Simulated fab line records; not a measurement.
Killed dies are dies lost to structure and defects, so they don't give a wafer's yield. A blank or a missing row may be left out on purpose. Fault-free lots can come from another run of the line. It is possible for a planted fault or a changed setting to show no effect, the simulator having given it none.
Lot-split experiment / flow n5Finfet / 21 wafers read across 7 lots, on a route 1938 steps long

THE SPLIT
At N5_BEOL_M11_COAT_60 (time 60 s, resist thk 30 nm), the setting spinRpm was moved away from the recipe's 1500 rpm on 5 of the 21 wafers read, by -8.5% to -2.9%. This setting was run at the recipe's value on the other wafers.

FROM THE SPLIT TO THE READING: what the file shows between them, 3 steps
- N5_BEOL_M11_COAT_05: resist thk 90 nm
- N5_BEOL_M11_EBR_07
- N5_BEOL_M11_DESCUM_16: chemistry O2, time 7.9 s

THE READING
CAR-ArF_of_BEOL_M11_COAT_05.thkNm (the simulator's own value, which no gauge read), in nm, at N5_BEOL_M11_ETCH_61 (etches SiARC in CF4, target depth 39 nm, time 65 s). No usual value for it is given in the file. The 16 wafers here that ran the recipe average 55.8 nm, standard deviation 0.25 nm.

wafer=L080.1; tool, chamber at the split=lithoTrack-03, 0; spinRpm as run, rpm=1500; against the recipe=recipe; CAR-ArF_of_BEOL_M11_COAT_05.thkNm, nm=55.8; against lot-mates on the recipe=-
wafer=L080.3; tool, chamber at the split=lithoTrack-03, 0; spinRpm as run, rpm=1500; against the recipe=recipe; CAR-ArF_of_BEOL_M11_COAT_05.thkNm, nm=56; against lot-mates on the recipe=-
wafer=L080.5; tool, chamber at the split=lithoTrack-03, 0; spinRpm as run, rpm=1500; against the recipe=recipe; CAR-ArF_of_BEOL_M11_COAT_05.thkNm, nm=55.8; against lot-mates on the recipe=-
wafer=L079.1; tool, chamber at the split=lithoTrack-04, 0; spinRpm as run, rpm=1500; against the recipe=recipe; CAR-ArF_of_BEOL_M11_COAT_05.thkNm, nm=55.8; against lot-mates on the recipe=-
wafer=L079.2; tool, chamber at the split=lithoTrack-04, 0; spinRpm as run, rpm=1457; against the recipe=-2.9%; CAR-ArF_of_BEOL_M11_COAT_05.thkNm, nm=55.4; against lot-mates on the recipe=-0.4
wafer=L079.5; tool, chamber at the split=lithoTrack-04, 0; spinRpm as run, rpm=1457; against the recipe=-2.9%; CAR-ArF_of_BEOL_M11_COAT_05.thkNm, nm=55.4; against lot-mates on the recipe=-0.4
wafer=L084.2; tool, chamber at the split=lithoTrack-04, 0; spinRpm as run, rpm=1401; against the recipe=-6.6%; CAR-ArF_of_BEOL_M11_COAT_05.thkNm, nm=54.8; against lot-mates on the recipe=-1.0
wafer=L084.3; tool, chamber at the split=lithoTrack-04, 0; spinRpm as run, rpm=1500; against the recipe=recipe; CAR-ArF_of_BEOL_M11_COAT_05.thkNm, nm=55.8; against lot-mates on the recipe=-
wafer=L084.4; tool, chamber at the split=lithoTrack-04, 0; spinRpm as run, rpm=1401; against the recipe=-6.6%; CAR-ArF_of_BEOL_M11_COAT_05.thkNm, nm=54.8; against lot-mates on the recipe=-1.0
wafer=L088.1; tool, chamber at the split=lithoTrack-02, 0; spinRpm as run, rpm=1500; against the recipe=recipe; CAR-ArF_of_BEOL_M11_COAT_05.thkNm, nm=56.2; against lot-mates on the recipe=-
wafer=L088.3; tool, chamber at the split=lithoTrack-02, 0; spinRpm as run, rpm=1500; against the recipe=recipe; CAR-ArF_of_BEOL_M11_COAT_05.thkNm, nm=55.8; against lot-mates on the recipe=-
wafer=L088.4; tool, chamber at the split=lithoTrack-02, 0; spinRpm as run, rpm=1500; against the recipe=recipe; CAR-ArF_of_BEOL_M11_COAT_05.thkNm, nm=56; against lot-mates on the recipe=-
wafer=L091.3; tool, chamber at the split=lithoTrack-03, 0; spinRpm as run, rpm=1500; against the recipe=recipe; CAR-ArF_of_BEOL_M11_COAT_05.thkNm, nm=55.6; against lot-mates on the recipe=-
wafer=L091.4; tool, chamber at the split=lithoTrack-03, 0; spinRpm as run, rpm=1500; against the recipe=recipe; CAR-ArF_of_BEOL_M11_COAT_05.thkNm, nm=55.2; against lot-mates on the recipe=-
wafer=L091.6; tool, chamber at the split=lithoTrack-03, 0; spinRpm as run, rpm=1500; against the recipe=recipe; CAR-ArF_of_BEOL_M11_COAT_05.thkNm, nm=55.8; against lot-mates on the recipe=-
wafer=L089.2; tool, chamber at the split=lithoTrack-02, 0; spinRpm as run, rpm=1500; against the recipe=recipe; CAR-ArF_of_BEOL_M11_COAT_05.thkNm, nm=56; against lot-mates on the recipe=-
wafer=L089.3; tool, chamber at the split=lithoTrack-02, 0; spinRpm as run, rpm=1500; against the recipe=recipe; CAR-ArF_of_BEOL_M11_COAT_05.thkNm, nm=56.2; against lot-mates on the recipe=-
wafer=L089.6; tool, chamber at the split=lithoTrack-02, 0; spinRpm as run, rpm=1500; against the recipe=recipe; CAR-ArF_of_BEOL_M11_COAT_05.thkNm, nm=55.8; against lot-mates on the recipe=-
wafer=L096.1; tool, chamber at the split=lithoTrack-02, 0; spinRpm as run, rpm=1500; against the recipe=recipe; CAR-ArF_of_BEOL_M11_COAT_05.thkNm, nm=55.4; against lot-mates on the recipe=-
wafer=L096.3; tool, chamber at the split=lithoTrack-02, 0; spinRpm as run, rpm=1500; against the recipe=recipe; CAR-ArF_of_BEOL_M11_COAT_05.thkNm, nm=55.8; against lot-mates on the recipe=-
wafer=L096.4; tool, chamber at the split=lithoTrack-02, 0; spinRpm as run, rpm=1372; against the recipe=-8.5%; CAR-ArF_of_BEOL_M11_COAT_05.thkNm, nm=54.4; against lot-mates on the recipe=-1.2

THE FIT
A straight line over all 21 wafers: CAR-ArF_of_BEOL_M11_COAT_05.thkNm changes by +0.158 nm for each +1% of spinRpm; r = +0.88; the points scatter about the line by 0.23 nm.
The same after taking each lot's own level away (the mean of its wafers on the recipe; 21 wafers): +0.146 nm for each +1%; r = +0.93; scatter 0.16 nm.
On that fit, the largest move of spinRpm shifts the reading by 1.2 nm.
From 55.53 to 56.00 nm: that is the span of the lots' own levels, equal to 1.9 times the standard deviation above.
The two slopes are in agreement: the lot-to-lot level therefore moves the slope only a little.
Check: with one of the wafers moved furthest among these (-8.5%) left out of the fit, the line predicts -1.28 nm for it against its lot-mates. Against them it came out at -1.2 nm.

ADDITIONAL SPLITS CARRIED BY THESE WAFERS
Other splits were also applied to these wafers ahead of the reading. Each is held against what the fit with the lots' levels taken away leaves over:
other split on the same wafers=N5_BEOL_M6_TRENCH_ETCH_37 sourceW; wafers away from the commonest value=11; r with CAR-ArF_of_BEOL_M11_COAT_05.thkNm (lot level and that fit taken away)=-0.05
other split on the same wafers=N5_BEOL_M8_PEB_09 pebTimeS; wafers away from the commonest value=8; r with CAR-ArF_of_BEOL_M11_COAT_05.thkNm (lot level and that fit taken away)=+0.06
other split on the same wafers=N5_BEOL_M9_COAT_05 spinRpm; wafers away from the commonest value=9; r with CAR-ArF_of_BEOL_M11_COAT_05.thkNm (lot level and that fit taken away)=-0.01
other split on the same wafers=N5_BEOL_M9_TRENCH_ETCH_37 sourceW; wafers away from the commonest value=8; r with CAR-ArF_of_BEOL_M11_COAT_05.thkNm (lot level and that fit taken away)=+0.18
other split on the same wafers=N5_BEOL_M10_COAT_63 spinRpm; wafers away from the commonest value=10; r with CAR-ArF_of_BEOL_M11_COAT_05.thkNm (lot level and that fit taken away)=+0.08
other split on the same wafers=N5_BEOL_M10_COAT_64 spinRpm; wafers away from the commonest value=5; r with CAR-ArF_of_BEOL_M11_COAT_05.thkNm (lot level and that fit taken away)=-0.22

THE WHOLE CHAIN: every reading that the file lists as answering this split, in the file's order
step=N5_BEOL_M11_COAT_60; what it does=time 60 s, resist thk 30 nm; reading=SiARC_of_BEOL_M11_COAT_60.thkNm (the simulator's own value, which no gauge read); change (the file's fit)=-0.144 nm for each +1% of the setting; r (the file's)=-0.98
step=N5_BEOL_M11_ETCH_61; what it does=etches SiARC in CF4, target depth 39 nm, time 65 s; reading=etch.depthNm (the simulator's own value, which no gauge read); change (the file's fit)=-0.157 nm for each +1% of the setting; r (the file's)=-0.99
step=N5_BEOL_M11_ETCH_61; what it does=etches SiARC in CF4, target depth 39 nm, time 65 s; reading=CAR-ArF_of_BEOL_M11_COAT_05.thkNm (the simulator's own value, which no gauge read); change (the file's fit)=+0.144 nm for each +1% of the setting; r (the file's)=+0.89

FILE'S OWN FIT
CAR-ArF_of_BEOL_M11_COAT_05.thkNm changes by +0.144 nm for each +1% of spinRpm, r = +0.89.
